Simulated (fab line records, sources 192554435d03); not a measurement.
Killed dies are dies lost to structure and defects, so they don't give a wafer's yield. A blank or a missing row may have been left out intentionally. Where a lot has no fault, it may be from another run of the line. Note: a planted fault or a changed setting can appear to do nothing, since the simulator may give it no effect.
The tool behind it: which one? ; flow n5_finfet ; 36 wafers from 12 lots sampled at 2 of the route's 1938 steps

## WHAT EACH GAUGE READ, for each wafer
N5_BEOL_M7_INSPECT_58: inspects for defects (darkfield). Usual: raw_defect_count 73, standard deviation 23.
lot;measured;on;raw_defect_count;flag
L715;day 9 19:02;defect_inspect-01;62 42 31;
L718;day 10 10:23;defect_inspect-02;80 62 78;
L717;day 10 11:04;defect_inspect-01;67 114 133;
L719;day 10 19:04;defect_inspect-01;53 48 60;
L725;day 11 22:13;defect_inspect-02;83 70 38;
L728;day 12 21:42;defect_inspect-02;64 37 45;
L729;day 12 23:27;defect_inspect-02;66 73 75;
L733;day 14 05:52;defect_inspect-01;120 108 62;
L734;day 14 06:53;defect_inspect-02;62 55 76;
L735;day 14 16:58;defect_inspect-02;105 63 68;
L736;day 15 03:13;defect_inspect-02;48 51 50;
L738;day 15 20:41;defect_inspect-01;82 81 67;

## TOOL THAT RAN EACH LOT (tool first, then ch and the chambers of the sampled wafers, then the start)
lot;N5_BEOL_M7_DEP_56
L715;pecvd-04 ch 0,2, day 9 18:56
L718;pecvd-04 ch 0,1, day 10 10:18
L717;pecvd-02 ch 0,1, day 10 10:58
L719;pecvd-01 ch 0,2, day 10 18:58
L725;pecvd-04 ch 0,2, day 11 22:07
L728;pecvd-02 ch 0,2, day 12 21:37
L729;pecvd-01 ch 1,2, day 12 23:22
L733;pecvd-04 ch 0,1,2, day 14 05:46
L734;pecvd-01 ch 1,2, day 14 06:47
L735;pecvd-01 ch 0,1,2, day 14 16:54
L736;pecvd-04 ch 0,2, day 15 03:08
L738;pecvd-04 ch 0,2, day 15 20:35
- N5_BEOL_M7_DEP_56: deposits SiCN from 3MS/NH3, target thk 10 nm, time 17.5 s.

## WHAT THE TOOLS THEMSELVES READ (means of the sampled wafers that have a number; where no wafer has one, the mark that the record gives instead)
N5_BEOL_M7_DEP_56. Usual: showerhead_plenum_p_Torr 3.663 Torr, standard deviation 0.013; throttle_valve_pct 8.8 %, standard deviation 0.58.
lot;tool;showerhead_plenum_p_Torr (Torr);throttle_valve_pct (%);flag
L715;pecvd-04;3.661;8.5;
L718;pecvd-04;3.650;8.5;
L717;pecvd-02;3.676;9.7;
L719;pecvd-01;3.662;8.1;
L725;pecvd-04;3.650;8.7;
L728;pecvd-02;3.675;9.3;
L729;pecvd-01;3.659;9.2;
L733;pecvd-04;3.668;8.4;
L734;pecvd-01;3.654;8.7;
L735;pecvd-01;3.655;8.8;
L736;pecvd-04;3.656;8.7;
L738;pecvd-04;3.652;8.6;

## THE ANSWER, worked out from the rows above alone
Rule: lot off if the mean of its wafers having a number is beyond 3 standard deviations from the usual mean. Also off: a lot with no number at a reading for which 4 or more lots have one. The other lots that the step has rows for count as sound. The gauges are gone through in route order, then the tools' own readings, and for those a lot's mean is taken as printed above. The first step at which some lot is off is used, and at that step the reading that is off furthest; a lot without a number counts as furthest.
Across all readings shown, no lot is off: no conclusion can be drawn from this.

## WHAT THE SIMULATOR HAD INSERTED
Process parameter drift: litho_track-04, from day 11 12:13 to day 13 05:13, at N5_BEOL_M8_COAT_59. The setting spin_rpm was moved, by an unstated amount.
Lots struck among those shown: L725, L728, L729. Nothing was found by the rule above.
